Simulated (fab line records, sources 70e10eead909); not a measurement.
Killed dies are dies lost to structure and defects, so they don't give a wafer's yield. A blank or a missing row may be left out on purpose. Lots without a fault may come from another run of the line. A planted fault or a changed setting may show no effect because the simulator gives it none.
One fault seen from 2 desks | flow nand_harc | each desk has only its own numbers; what lay behind them comes last

THE METROLOGY DESK
What the gauges read, lot by lot, whatever tool the lot ran on: means of the sampled wafers that have a number. A lot is out of limits, marked OUT, if its mean lies more than 4 standard deviations from the usual mean; the brackets give that distance.
Columns: A = thk_nm at NHARC_A_ONON_D1_THK_MEAS_02, usual 1000 nm
lot  | first seen here | A
L979 | day 7 19:36     | 1004
L980 | day 7 19:56     | 1001
L981 | day 8 06:24     | 992
L982 | day 8 06:24     | 1003
L983 | day 8 17:54     | 1012
L986 | day 9 06:01     | 825 (-22) OUT
L985 | day 9 06:02     | 1007
L987 | day 9 11:53     | 860 (-17) OUT
L988 | day 9 15:17     | 868 (-16) OUT
L994 | day 11 08:50    | 1010
L997 | day 12 02:05    | 1018
L100 | day 12 12:17    | 999
L999 | day 12 12:23    | 990
L101 | day 13 02:26    | 1008
L102 | day 13 08:55    | 1002
This desk's finding: out of limits on L986, L987, L988; first on L986, day 9 06:01 (thk_nm at NHARC_A_ONON_D1_THK_MEAS_02). In limits: L979, L980, L981, L982, L983, L985, L994, L997, L100, L999, L101, L102.

THE DEFECT DESK
What the inspections along the route counted, lot by lot: means of the sampled wafers that have a number. A lot is out of limits, marked OUT, if its mean lies more than 4 standard deviations from the usual mean; the brackets give that distance.
Columns: A = raw_defect_count at NHARC_A_SOURCE_PLATE_INSPECT_08, usual 63
lot  | first seen here | A
L979 | day 7 19:01     | 39
L980 | day 7 19:04     | 60
L981 | day 8 05:49     | 81
L982 | day 8 05:49     | 47
L983 | day 8 17:20     | 73
L985 | day 9 05:26     | 83
L986 | day 9 05:26     | 67
L987 | day 9 11:18     | 68
L988 | day 9 14:43     | 84
L994 | day 11 08:16    | 39
L997 | day 12 01:31    | 65
L100 | day 12 11:41    | 60
L999 | day 12 11:41    | 46
L101 | day 13 01:52    | 47
L102 | day 13 08:20    | 79
This desk's finding: nothing out of limits on any of the 15 lots.

PUT TOGETHER
The metrology desk could have raised an alarm at day 9 06:01, on L986, L987, L988.
The defect desk saw nothing out of limits.
The defect desk has L986, L987, L988 on record, within its limits.
Of the lots named, all ran NHARC_A_ONON_D1_DEP_00 on pecvd_onon-03.

WHAT THE SIMULATOR HAD PUT IN
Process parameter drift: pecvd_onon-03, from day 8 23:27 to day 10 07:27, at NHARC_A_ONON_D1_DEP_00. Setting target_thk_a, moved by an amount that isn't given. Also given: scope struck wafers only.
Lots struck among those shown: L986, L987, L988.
Hours from the fault's start to each desk's first reading out of limits: the metrology desk, 7.
